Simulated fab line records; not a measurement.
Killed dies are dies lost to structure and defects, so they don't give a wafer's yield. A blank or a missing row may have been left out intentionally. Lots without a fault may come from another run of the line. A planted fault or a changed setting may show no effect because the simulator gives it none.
Matching of chambers | flow nand harc | rie diel-10 running NHARC_P_BONDPAD_ETCH_12: 4 sister chambers
The step etches the open film in CHF3/O2, target depth 200 nm, time 100 s. 8 wafers are shown with their chamber, then 7 later ones without.

## EACH WAFER AND ITS CHAMBER
wafer  | chamber | showerhead plenum p Torr (Torr) | rf vpp V (V)
L944.1 | 3       | 2.51                            | 372.6
L944.2 | 2       | 2.41                            | 370.5
L944.3 | 1       | 2.50                            | 372.5
L943.1 | 0       | 2.39                            | 370.0
L943.2 | 3       | 2.50                            | 372.0
L943.5 | 1       | 2.50                            | 372.6
L946.1 | 0       | 2.39                            | 369.9
L946.3 | 2       | 2.41                            | 370.1

## WAFERS WITHOUT THEIR CHAMBER
wafer  | showerhead plenum p Torr (Torr) | rf vpp V (V)
L946.5 | 2.39                            | 370.7
L948.2 | 2.39                            | 370.2
L948.3 | 2.41                            | 373.2
L948.6 | 2.50                            | 374.1
L949.1 | 2.50                            | 373.5
L949.2 | 2.50                            | 373.1
L949.4 | 2.41                            | 370.4

## THE CHAMBER EACH PASSED THROUGH
wafer  | from the rows above     | in truth
L946.5 | 0                       | 0
L948.2 | 0                       | 0
L948.3 | 2                       | 2
L948.6 | can't be placed: 1 or 3 | 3
L949.1 | can't be placed: 1 or 3 | 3
L949.2 | can't be placed: 1 or 3 | 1
L949.4 | 2                       | 2
4 of 7 placed correctly. These rows do not allow placing 3 (true chamber among the candidates in 3). Wrongly placed: 0.
How it was worked out, from the rows above alone: a wafer's distance from a chamber is the root of the sum, over the readings, of the square of ((its reading less the chamber's mean) divided by the reading's scatter). The wafer belongs to the nearest chamber; if the next one is less than 2 further off, it can't be placed. A chamber's mean is the mean of its shown wafers. How the scatter is found: for the shown wafers, subtract from each reading the mean of its chamber, square and add these, divide the total by (wafers less chambers), then take the root.
